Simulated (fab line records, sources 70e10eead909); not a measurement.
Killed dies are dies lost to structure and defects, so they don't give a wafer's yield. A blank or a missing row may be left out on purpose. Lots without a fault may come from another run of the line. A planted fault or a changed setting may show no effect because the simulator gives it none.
Chamber matching | flow nand_harc | NHARC_A_CHANNEL_HOLE_D1_ETCH_44 on rie_diel-11: 4 sister chambers
The step etches the open film in CF4/O2, target depth 140 nm, overetch 14 nm, time 77 s. 24 wafers are shown with their chamber, then 12 later ones without.

WAFERS WITH THEIR CHAMBER
wafer  | chamber | showerhead_plenum_p_Torr (Torr) | drypump_motor_current_A (A) | rf_vpp_V (V)
L765.1 | 1       | 1.33                            | 6.3                         | 197.7
L765.3 | 3       | 1.36                            | 6.1                         | 197.9
L765.6 | 3       | 1.36                            | 6.1                         | 196.9
L766.2 | 0       | 1.30                            | 5.4                         | 197.1
L766.4 | 3       | 1.36                            | 6.1                         | 199.0
L766.6 | 2       | 1.42                            | 5.4                         | 199.0
L767.4 | 3       | 1.36                            | 6.1                         | 198.0
L767.5 | 2       | 1.42                            | 5.4                         | 200.0
L767.6 | 1       | 1.33                            | 6.3                         | 197.1
L768.1 | 3       | 1.36                            | 6.1                         | 198.3
L768.5 | 3       | 1.36                            | 6.1                         | 199.5
L768.6 | 0       | 1.30                            | 5.3                         | 197.2
L769.1 | 1       | 1.33                            | 6.3                         | 196.4
L769.3 | 3       | 1.36                            | 6.2                         | 198.9
L769.5 | 0       | 1.30                            | 5.4                         | 197.1
L770.1 | 2       | 1.41                            | 5.3                         | 199.4
L770.3 | 0       | 1.30                            | 5.3                         | 196.8
L770.5 | 0       | 1.30                            | 5.3                         | 197.2
L775.1 | 3       | 1.36                            | 6.2                         | 198.4
L775.5 | 3       | 1.36                            | 6.2                         | 198.4
L775.6 | 0       | 1.30                            | 5.3                         | 197.0
L778.1 | 3       | 1.36                            | 6.1                         | 198.3
L778.5 | 0       | 1.30                            | 5.4                         | 196.3
L778.6 | 1       | 1.33                            | 6.3                         | 198.1

SIGNATURES (means of the wafers above)
reading                  | chamber 0 | chamber 1 | chamber 2 | chamber 3 | scatter within a chamber
showerhead_plenum_p_Torr | 1.3000    | 1.3300    | 1.4167    | 1.3600    | 0.00183
drypump_motor_current_A  | 5.343     | 6.300     | 5.367     | 6.130     | 0.0473
rf_vpp_V                 | 196.957   | 197.325   | 199.467   | 198.360   | 0.602
Rule: a wafer's distance from a chamber is the root of the sum, over the readings, of the square of ((its reading less the chamber's mean) divided by the reading's scatter). The wafer belongs to the nearest chamber; if the next one is less than 2 further off, it can't be placed. The scatter: the root of (the sum of the squares of (reading less its chamber's mean) over the shown wafers, divided by (wafers less chambers)).

WAFERS WITHOUT THEIR CHAMBER
wafer  | showerhead_plenum_p_Torr (Torr) | drypump_motor_current_A (A) | rf_vpp_V (V)
L779.1 | 1.30                            | 5.3                         | 196.9
L779.3 | 1.36                            | 6.2                         | 198.5
L779.4 | 1.41                            | 5.4                         | 197.9
L782.1 | 1.36                            | 6.1                         | 198.9
L782.4 | 1.33                            | 6.3                         | 196.8
L782.5 | 1.33                            | 6.3                         | 198.0
L783.1 | 1.36                            | 6.1                         | 198.4
L783.2 | 1.30                            | 5.4                         | 197.3
L783.4 | 1.33                            | 6.3                         | 198.4
L787.2 | 1.36                            | 6.2                         | 198.6
L787.3 | 1.41                            | 5.3                         | 197.6
L787.5 | 1.41                            | 5.4                         | 200.2

WHICH CHAMBER EACH WENT THROUGH
wafer  | from the rows above | in truth
L779.1 | 0                   | 0
L779.3 | 3                   | 3
L779.4 | 2                   | 2
L782.1 | 3                   | 3
L782.4 | 1                   | 1
L782.5 | 1                   | 1
L783.1 | 3                   | 3
L783.2 | 0                   | 0
L783.4 | 1                   | 1
L787.2 | 3                   | 3
L787.3 | 2                   | 2
L787.5 | 2                   | 2
Placed correctly: 12 of 12. Can't be placed from these rows: 0. Placed wrongly: 0.
